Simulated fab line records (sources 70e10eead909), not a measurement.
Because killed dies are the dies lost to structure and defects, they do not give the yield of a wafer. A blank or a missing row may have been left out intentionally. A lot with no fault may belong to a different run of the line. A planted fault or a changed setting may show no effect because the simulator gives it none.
Comparing a struck lot with a sound one    flow nand_harc    16 out of 1302 route steps
Sound: the wafers L718.3, L718.4, L718.6. Struck: wafers L724.2, L724.6 (left out: L724.1, a lot-mate that was not struck); the cause follows at the end.
At each step with rows: each side's tool, then ch and its chambers, then its first start. Under that, the readings that differ: sound wafers    struck wafers    difference of the means    sigmas: that difference in standard deviations of wafers without a fault.
alike: readings whose means differ by less than 2 such deviations, and words and numbers that are the same on both sides. not compared: withheld readings, readings that some wafer has no value for, bounds like >300 that may hide the same value, and numbers for which the record gives no deviation and whose values overlap.
A row with sigmas, a row that says differs or no value, or rows on one side alone: a step with any of these is where the two part. Non-overlapping numbers with no deviation appear without sigmas and do not part them. A reading that every wafer of one side lacks parts them only if that side has two wafers or more.

NHARC_A_DECK1_JOINT_INSPECT_05:
  sound: defect_inspect-01 at day 15 07:13; struck: defect_inspect-01 at day 17 11:49
reading           sound        struck   difference  sigmas
raw_defect_count  591 819 648  356 280  -368        -3
next comes 1 step that has no rows for these wafers: NHARC_A_ONON_D2_DEP_00 (target thickness 1000 nm).
NHARC_A_ONON_D2_THK_MEAS_02: measures by ellipsometry.
  sound: film_metro-01 at day 15 07:47; struck: film_metro-02 at day 17 12:24
  alike: thk_nm
next comes 1 step that has no rows for these wafers: NHARC_A_ONON_D2_DEP_03 (target thickness 1000 nm).
NHARC_A_ONON_D2_THK_MEAS_05: measures by ellipsometry.
  sound: film_metro-02 at day 15 08:21; struck: film_metro-01 at day 17 12:58
  alike: thk_nm
next comes 1 step that has no rows for these wafers: NHARC_A_ONON_D2_DEP_06 (target thickness 1000 nm).
NHARC_A_ONON_D2_THK_MEAS_08: measures by ellipsometry.
  sound: film_metro-01 at day 15 08:55; struck: film_metro-01 at day 17 13:32
  alike: thk_nm
next comes 1 step that has no rows for these wafers: NHARC_A_ONON_D2_DEP_09 (target thickness 1000 nm).
NHARC_A_ONON_D2_THK_MEAS_11: measures by ellipsometry.
  sound: film_metro-02 at day 15 09:29; struck: film_metro-01 at day 17 14:06
  alike: thk_nm
next comes 1 step that has no rows for these wafers: NHARC_A_ONON_D2_DEP_12 (target thickness 1000 nm).
NHARC_A_ONON_D2_THK_MEAS_14: measures by ellipsometry.
  sound: film_metro-02 at day 15 10:03; struck: film_metro-01 at day 17 14:40
  alike: thk_nm
then, 1 step without rows for these wafers: NHARC_A_ONON_D2_ANNEAL_15 (time 3600 s).
NHARC_A_ONON_D2_DEP_16: target thk 1000 nm.
  sound on pecvd_onon-01 ch 0, day 15 17:02; struck on pecvd_onon-03 ch 0, day 17 21:31
NHARC_A_ONON_D2_THK_MEAS_18: measures by ellipsometry.
  sound: film_metro-02 at day 15 17:26; struck: film_metro-01 at day 17 22:02
reading      sound           struck   difference  sigmas
thk_nm (nm)  1008 1007 1007  694 697  -312        -31
next comes 1 step that has no rows for these wafers: NHARC_A_ONON_D2_DEP_19 (target thickness 1000 nm).
-- break in the record here, with 12 days between the starts of the struck wafers on either side (left off in module A_ONON_D2, picked up again in module END, where the first step shown is number 1302 on the route) --
NHARC_END_SORT_01:
  the record has rows for the struck wafers here (prober-02 ch 0, day 29 16:20) and none for the sound ones

## WHERE THEY PART
Earliest at NHARC_A_DECK1_JOINT_INSPECT_05; latest, in this record, at NHARC_END_SORT_01.

WHY: what had been put in by the simulator
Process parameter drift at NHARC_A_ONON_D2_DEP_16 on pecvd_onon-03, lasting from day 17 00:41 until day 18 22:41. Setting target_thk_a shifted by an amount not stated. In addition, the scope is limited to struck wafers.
